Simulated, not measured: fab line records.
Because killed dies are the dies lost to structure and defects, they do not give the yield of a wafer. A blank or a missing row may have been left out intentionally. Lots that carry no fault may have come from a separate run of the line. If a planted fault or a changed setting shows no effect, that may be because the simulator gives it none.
Which of the tools did it? + flow n5-finfet + 9 lots with 25 wafers sampled at 5 steps, on a route of 1938 steps

## WHAT THE GAUGES READ, wafer by wafer
N5_BEOL_M4_RC_MEAS_101. Usual: DIBL_N 36.5 mV/V, standard deviation 1.9; DIBL_P 36.4 mV/V, standard deviation 2.2; IOFF_N 0.17 nA/um, standard deviation 0.034; IOFF_P 0.21 nA/um, standard deviation 0.036; ION_N 678 uA/um, standard deviation 12; ION_P 462 uA/um, standard deviation 7.1; SS_N 71.7 mV/dec, standard deviation 0.61; SS_P 73.4 mV/dec, standard deviation 0.71; VT_N 249 mV, standard deviation 3.5; VT_P -251 mV, standard deviation 3.
| lot  | measured     | on        | DIBL_N (mV/V)  | DIBL_P (mV/V)  | IOFF_N (nA/um) | IOFF_P (nA/um) | ION_N (uA/um) | ION_P (uA/um) | SS_N (mV/dec)  | SS_P (mV/dec)  | VT_N (mV)   | VT_P (mV)      | flag |
|------|--------------|-----------|----------------|----------------|----------------|----------------|---------------|---------------|----------------|----------------|-------------|----------------|------|
| L931 | day 9 12:31  | prober-02 | 39.2 39.5      | 39.0 38.4      | 0.22 0.22      | 0.23 0.24      | 689 677       | 462 464       | 72.0 72.4      | 74.0 73.7      | 246 245     | -252 -252      |      |
| L932 | day 9 16:39  | prober-01 | 32.0 36.2      | 31.3 37.0      | 0.11 0.19      | 0.16 0.25      | 660 694       | 462 475       | 70.6 71.7      | 72.4 73.5      | 256 246     | -253 -248      |      |
| L934 | day 9 17:25  | prober-02 | 38.1 35.4 39.0 | 38.5 33.8 39.9 | 0.20 0.14 0.22 | 0.25 0.18 0.28 | 687 670 688   | 464 456 473   | 71.9 71.4 72.3 | 73.6 72.7 74.6 | 246 251 245 | -249 -252 -248 |      |
| L937 | day 10 21:35 | prober-01 | 36.3 36.0 35.0 | 34.0 33.9 32.9 | 0.13 0.13 0.12 | 0.17 0.16 0.16 | 664 671 658   | 456 453 458   | 70.8 70.9 71.3 | 72.6 73.0 72.2 | 253 252 256 | -258 -255 -256 |      |
| L941 | day 12 12:31 | prober-01 | 38.7 37.4 39.8 | 36.9 35.4 39.0 | 0.17 0.15 0.20 | 0.20 0.18 0.24 | 686 657 690   | 460 455 466   | 71.9 71.2 72.5 | 73.5 73.8 74.3 | 248 254 249 | -252 -254 -252 |      |
| L943 | day 12 18:41 | prober-02 | 39.9 35.5 37.2 | 40.4 34.8 36.8 | 0.25 0.16 0.18 | 0.28 0.19 0.23 | 707 663 674   | 470 453 462   | 72.9 71.0 72.1 | 75.2 73.6 74.4 | 245 251 249 | -248 -251 -249 |      |
| L944 | day 13 06:35 | prober-02 | 33.7 38.1 34.3 | 34.0 39.5 34.0 | 0.11 0.18 0.11 | 0.16 0.24 0.15 | 664 683 661   | 456 474 453   | 71.0 72.7 70.8 | 72.5 73.6 72.9 | 255 252 255 | -252 -250 -255 |      |
| L950 | day 13 20:02 | prober-01 | 37.5 36.0 35.6 | 38.5 37.6 37.0 | 0.20 0.16 0.16 | 0.21 0.18 0.19 | 690 665 686   | 465 449 466   | 73.0 71.5 71.1 | 74.2 73.1 73.4 | 247 250 248 | -251 -254 -256 |      |
| L952 | day 15 11:43 | prober-01 | 36.4 34.1 34.1 | 35.3 32.6 32.6 | 0.16 0.13 0.13 | 0.21 0.17 0.18 | 669 673 676   | 459 464 466   | 71.8 71.4 71.1 | 73.7 72.4 73.0 | 250 253 251 | -250 -253 -252 |      |

## WHICH TOOL RAN EACH LOT (tool, then ch and the chambers of the sampled wafers, then the start)
| lot  | N5_BEOL_M0_SAQP_ILD_DEP_01      | N5_BEOL_M0_SAQP_ETCH_84           | N5_BEOL_M0_SAQP_SPACER1_ALD_98   | N5_BEOL_M0_SAQP_ETCH_107           |
|------|---------------------------------|-----------------------------------|----------------------------------|------------------------------------|
| L931 | pecvd-03 ch 1,2, day 5 22:04    | rie-diel-05 ch 0,2, day 6 01:36   | ald-sin-01 ch 1,3, day 6 02:25   | rie-diel-05 ch 1,3, day 6 04:04    |
| L932 | pecvd-01 ch 2, day 6 02:52      | rie-diel-06 ch 1,3, day 6 04:23   | ald-sin-02 ch 1,2, day 6 05:46   | rie-diel-05 ch 0,1, day 6 07:13    |
| L934 | pecvd-04 ch 0,1,2, day 6 18:57  | rie-diel-06 ch 0,1,3, day 6 20:24 | ald-sin-03 ch 1,3, day 6 21:12   | rie-diel-02 ch 1,2,3, day 6 22:39  |
| L937 | pecvd-04 ch 0,1, day 7 09:31    | rie-diel-02 ch 0,1,2, day 7 12:01 | ald-sin-02 ch 0,1,2, day 7 13:16 | rie-diel-05 ch 0,2,3, day 7 14:42  |
| L941 | pecvd-04 ch 0,1, day 8 09:48    | rie-diel-02 ch 0,1,2, day 8 11:52 | ald-sin-02 ch 1,2,3, day 8 12:41 | rie-diel-05 ch 0,1,2, day 8 14:08  |
| L943 | pecvd-04 ch 0,1, day 9 00:28    | rie-diel-05 ch 0,1, day 9 01:32   | ald-sin-03 ch 0,1,2, day 9 02:20 | rie-diel-05 ch 0,1,2, day 9 03:51  |
| L944 | pecvd-01 ch 1,2, day 9 04:52    | rie-diel-05 ch 0,1,3, day 9 06:35 | ald-sin-02 ch 0,1,3, day 9 07:45 | rie-diel-06 ch 0,1,3, day 9 09:43  |
| L950 | pecvd-04 ch 0,1,2, day 10 10:54 | rie-diel-06 ch 1,3, day 10 12:19  | ald-sin-02 ch 1,2, day 10 13:08  | rie-diel-06 ch 2,3, day 10 14:35   |
| L952 | pecvd-04 ch 1,2, day 11 06:25   | rie-diel-06 ch 0,1, day 11 10:36  | ald-sin-03 ch 0,1, day 11 11:29  | rie-diel-06 ch 0,1,3, day 11 12:58 |
- N5_BEOL_M0_SAQP_ILD_DEP_01: deposits SiOC from DEMS/O2, target thk 45.419 nm, time 8.7 s.
- N5_BEOL_M0_SAQP_ETCH_84: etches SOC in N2/H2, target depth 100 nm, overetch 20 nm, time 150 s.
- N5_BEOL_M0_SAQP_SPACER1_ALD_98: deposits SiO2, target thk 12.8 nm, pulse time 1 s, purge time 2 s.
- N5_BEOL_M0_SAQP_ETCH_107: etches SiNx in CH3F/O2, target depth 30 nm.

## WHAT THE TOOLS THEMSELVES READ (means of the sampled wafers that have a number; where no wafer has one, the mark that the record gives instead)
N5_BEOL_M0_SAQP_ILD_DEP_01. Usual: chamber-pressure-Torr 5.002 Torr, standard deviation 0.011; heater-power-w 445 W, standard deviation 70; rf-fwd-power-W 494.3 W, standard deviation 2.1; showerhead-plenum-p-Torr 5.696 Torr, standard deviation 0.019; throttle-valve-pct 11.8 %, standard deviation 0.48.
| lot  | tool     | chamber-pressure-Torr (Torr) | heater-power-w (W) | rf-fwd-power-W (W) | showerhead-plenum-p-Torr (Torr) | throttle-valve-pct (%) | flag |
|------|----------|------------------------------|--------------------|--------------------|---------------------------------|------------------------|------|
| L931 | pecvd-03 | 5.011                        | 564                | 495.9              | 5.686                           | 11.7                   |      |
| L932 | pecvd-01 | 5.001                        | 386                | 494.7              | 5.676                           | 11.6                   |      |
| L934 | pecvd-04 | 4.996                        | 436                | 494.1              | 5.705                           | 12.1                   |      |
| L937 | pecvd-04 | 5.007                        | 428                | 493.2              | 5.698                           | 12.3                   |      |
| L941 | pecvd-04 | 5.006                        | 366                | 492.4              | 5.697                           | 12.2                   |      |
| L943 | pecvd-04 | 5.014                        | 389                | 493.7              | 5.698                           | 12.3                   |      |
| L944 | pecvd-01 | 4.993                        | 431                | 491.8              | 5.676                           | 11.7                   |      |
| L950 | pecvd-04 | 5.007                        | 384                | 493.8              | 5.711                           | 12.0                   |      |
| L952 | pecvd-04 | 5.008                        | 416                | 495.3              | 5.686                           | 11.8                   |      |

N5_BEOL_M0_SAQP_ETCH_84. Usual: drypump-motor-current-A 5.6 A (standard deviation 0.44); n2-flow-sccm 200.0 sccm (standard deviation 0.61); oes-product-au 0.68 a.u. (standard deviation 0.056); rf-fwd-power-W 835.9 W (standard deviation 2.6); rf-vpp-V 524.2 V (standard deviation 2); showerhead-plenum-p-Torr 2.55 Torr (standard deviation 0.07); throttle-valve-pct 17.86 % (standard deviation 0.26).
| lot  | tool        | drypump-motor-current-A (A) | n2-flow-sccm (sccm) | oes-product-au (a.u.) | rf-fwd-power-W (W) | rf-vpp-V (V) | showerhead-plenum-p-Torr (Torr) | throttle-valve-pct (%) | flag |
|------|-------------|-----------------------------|---------------------|-----------------------|--------------------|--------------|---------------------------------|------------------------|------|
| L931 | rie-diel-05 | 5.7                         | 200.2               | 0.77                  | 837.0              | 524.6        | 2.54                            | 17.39                  |      |
| L932 | rie-diel-06 | 6.1                         | 200.1               | 0.65                  | 836.9              | 525.0        | 2.59                            | 17.98                  |      |
| L934 | rie-diel-06 | 5.7                         | 200.2               | 0.66                  | 834.6              | 524.9        | 2.55                            | 18.01                  |      |
| L937 | rie-diel-02 | 5.6                         | 199.8               | 0.69                  | 834.7              | 524.4        | 2.55                            | 17.90                  |      |
| L941 | rie-diel-02 | 5.6                         | 200.0               | 0.69                  | 834.9              | 523.2        | 2.55                            | 17.92                  |      |
| L943 | rie-diel-05 | 5.5                         | 199.8               | 0.67                  | 835.9              | 524.4        | 2.56                            | 17.60                  |      |
| L944 | rie-diel-05 | 5.3                         | 200.1               | 0.66                  | 837.2              | 523.7        | 2.52                            | 17.72                  |      |
| L950 | rie-diel-06 | 5.9                         | 200.5               | 0.63                  | 837.6              | 525.5        | 2.60                            | 18.01                  |      |
| L952 | rie-diel-06 | 5.6                         | 200.1               | 0.67                  | 835.3              | 521.5        | 2.47                            | 18.10                  |      |

N5_BEOL_M0_SAQP_SPACER1_ALD_98. Usual: chamber-pressure-Torr 2.000 Torr, standard deviation 0.0042; heater-power-w 486 W, standard deviation 64; precursor-pulse-height-rel 1.000, standard deviation 0.018.
| lot  | tool       | chamber-pressure-Torr (Torr) | heater-power-w (W) | precursor-pulse-height-rel | flag |
|------|------------|------------------------------|--------------------|----------------------------|------|
| L931 | ald-sin-01 | 2.002                        | 496                | 0.983                      |      |
| L932 | ald-sin-02 | 2.000                        | 522                | 0.995                      |      |
| L934 | ald-sin-03 | 1.999                        | 447                | 1.000                      |      |
| L937 | ald-sin-02 | 2.002                        | 515                | 0.981                      |      |
| L941 | ald-sin-02 | 2.001                        | 500                | 0.999                      |      |
| L943 | ald-sin-03 | 1.997                        | 479                | 1.004                      |      |
| L944 | ald-sin-02 | 2.000                        | 445                | 0.989                      |      |
| L950 | ald-sin-02 | 1.999                        | 570                | 1.004                      |      |
| L952 | ald-sin-03 | 1.997                        | 496                | 1.019                      |      |

N5_BEOL_M0_SAQP_ETCH_107. Usual: CH3F_flow_sccm 30.00 sccm, standard deviation 0.085; drypump-motor-current-A 5.6 A, standard deviation 0.45; mfc-ar-sccm 150.0 sccm, standard deviation 0.48; oes_ar_750_au 0.76 a.u., standard deviation 0.065; oes-product-au 0.76 a.u., standard deviation 0.07; rf-fwd-power-W 390.4 W, standard deviation 1.7; rf-vpp-V 298 V, standard deviation 5.4; showerhead-plenum-p-Torr 2.01 Torr, standard deviation 0.054; throttle-valve-pct 16.39 %, standard deviation 0.22.
| lot  | tool        | CH3F_flow_sccm (sccm) | drypump-motor-current-A (A) | mfc-ar-sccm (sccm) | oes_ar_750_au (a.u.) | oes-product-au (a.u.) | rf-fwd-power-W (W) | rf-vpp-V (V) | showerhead-plenum-p-Torr (Torr) | throttle-valve-pct (%) | flag |
|------|-------------|-----------------------|-----------------------------|--------------------|----------------------|-----------------------|--------------------|--------------|---------------------------------|------------------------|------|
| L931 | rie-diel-05 | 29.93                 | 5.3                         | 150.2              | 0.72                 | 0.72                  | 392.2              | 298          | 2.02                            | 16.49                  |      |
| L932 | rie-diel-05 | 30.02                 | 5.4                         | 149.8              | 0.80                 | 0.80                  | 391.6              | 294          | 2.01                            | 16.19                  |      |
| L934 | rie-diel-02 | 30.04                 | 5.8                         | 150.2              | 0.77                 | 0.77                  | 390.5              | 294          | 1.96                            | 16.37                  |      |
| L937 | rie-diel-05 | 29.95                 | 5.5                         | 150.0              | 0.80                 | 0.80                  | 391.6              | 299          | 1.99                            | 16.27                  |      |
| L941 | rie-diel-05 | 29.94                 | 5.7                         | 149.7              | 0.80                 | 0.81                  | 391.5              | 299          | 2.01                            | 16.16                  |      |
| L943 | rie-diel-05 | 29.97                 | 5.7                         | 149.8              | 0.80                 | 0.97                  | 391.0              | 298          | 2.01                            | 16.17                  |      |
| L944 | rie-diel-06 | 30.02                 | 5.8                         | 150.3              | 0.72                 | 0.73                  | 391.0              | 301          | 1.99                            | 16.52                  |      |
| L950 | rie-diel-06 | 30.02                 | 5.6                         | 149.5              | 0.74                 | 0.72                  | 388.9              | 297          | 2.08                            | 16.49                  |      |
| L952 | rie-diel-06 | 29.98                 | 5.8                         | 150.2              | 0.72                 | 0.71                  | 387.6              | 301          | 1.98                            | 16.54                  |      |

## THE ANSWER, worked out from the rows above alone
Rule: a lot counts as off when the mean over its wafers that have a number is more than 3 standard deviations away from the usual mean. Also off: a lot with no number at a reading for which 4 or more lots have one. All remaining lots with rows at the step are treated as sound. The gauges are gone through in route order, then the tools' own readings, and for those a lot's mean is taken as printed above. At the first step where some lot is off, the reading lying furthest off is the one used; lots without a number count as furthest.
Across all readings shown, no lot is off: no conclusion can be drawn from this.

## WHAT THE SIMULATOR HAD INSERTED
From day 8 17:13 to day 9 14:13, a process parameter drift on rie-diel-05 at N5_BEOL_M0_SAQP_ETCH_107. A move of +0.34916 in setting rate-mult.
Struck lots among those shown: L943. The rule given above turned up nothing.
